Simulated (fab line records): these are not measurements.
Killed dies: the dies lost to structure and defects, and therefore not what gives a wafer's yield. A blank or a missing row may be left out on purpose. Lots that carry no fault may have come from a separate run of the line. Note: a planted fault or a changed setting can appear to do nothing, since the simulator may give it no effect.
Matching of chambers + flow n5Finfet + N5_BEOL_M14_VIA_ETCH_16 on rieDiel-02 has 3 sister chambers
The step etches SiO2 in C4F8/O2/Ar, target depth 1231.3 nm. 16 wafers are shown with their chamber, then 5 later ones without.

## WAFERS WITH THEIR CHAMBER
| wafer  | chamber | drypumpMotorCurrentA (A) | showerheadPlenumPTorr (Torr) | throttleValvePct (%) |
|--------|---------|--------------------------|------------------------------|----------------------|
| L082.1 | 0       | 5.9                      | 3.49                         | 30.66                |
| L082.4 | 3       | 4.8                      | 3.30                         | 30.86                |
| L082.6 | 0       | 5.8                      | 3.49                         | 30.68                |
| L083.1 | 3       | 4.7                      | 3.30                         | 30.83                |
| L083.2 | 1       | 5.6                      | 3.44                         | 30.51                |
| L083.5 | 3       | 4.8                      | 3.30                         | 30.84                |
| L084.1 | 0       | 5.8                      | 3.48                         | 30.70                |
| L084.2 | 3       | 4.7                      | 3.30                         | 30.84                |
| L084.4 | 0       | 5.8                      | 3.48                         | 30.69                |
| L085.2 | 0       | 5.8                      | 3.48                         | 30.68                |
| L085.5 | 3       | 4.8                      | 3.30                         | 30.88                |
| L085.6 | 0       | 5.8                      | 3.48                         | 30.72                |
| L088.3 | 3       | 4.7                      | 3.29                         | 30.87                |
| L088.5 | 3       | 4.8                      | 3.29                         | 30.85                |
| L088.6 | 1       | 5.6                      | 3.43                         | 30.52                |
| L090.3 | 0       | 5.8                      | 3.47                         | 30.70                |

SIGNATURES (averages over the wafers above)
| reading               | chamber 0 | chamber 1 | chamber 3 | scatter within a chamber |
|-----------------------|-----------|-----------|-----------|--------------------------|
| drypumpMotorCurrentA  | 5.814     | 5.600     | 4.757     | 0.0445                   |
| showerheadPlenumPTorr | 3.4814    | 3.4350    | 3.2971    | 0.00607                  |
| throttleValvePct      | 30.6900   | 30.5150   | 30.8529   | 0.018                    |
Rule: for each reading, subtract the chamber's mean from the wafer's reading, divide by that reading's scatter and square the result; add these up over the readings and take the root, which gives the wafer's distance from the chamber. The wafer belongs to the nearest chamber; if the next one is less than 2 further off, it can't be placed. How the scatter is found: for the shown wafers, subtract from each reading the mean of its chamber, square and add these, divide the total by (wafers less chambers), then take the root.

## WAFERS WITH NO CHAMBER GIVEN
| wafer  | drypumpMotorCurrentA (A) | showerheadPlenumPTorr (Torr) | throttleValvePct (%) |
|--------|--------------------------|------------------------------|----------------------|
| L090.5 | 5.6                      | 3.43                         | 30.52                |
| L090.6 | 5.8                      | 3.48                         | 30.72                |
| L091.1 | 5.8                      | 3.47                         | 30.71                |
| L095.5 | 4.7                      | 3.29                         | 30.86                |
| L095.6 | 5.8                      | 3.47                         | 30.72                |

## THE CHAMBER EACH PASSED THROUGH
| wafer  | from the rows above | in truth |
|--------|---------------------|----------|
| L090.5 | 1                   | 1        |
| L090.6 | 0                   | 0        |
| L091.1 | 0                   | 0        |
| L095.5 | 3                   | 3        |
| L095.6 | 0                   | 0        |
Correct placement for 5 of the 5. Can't be placed from these rows: 0. Number placed wrongly: 0.
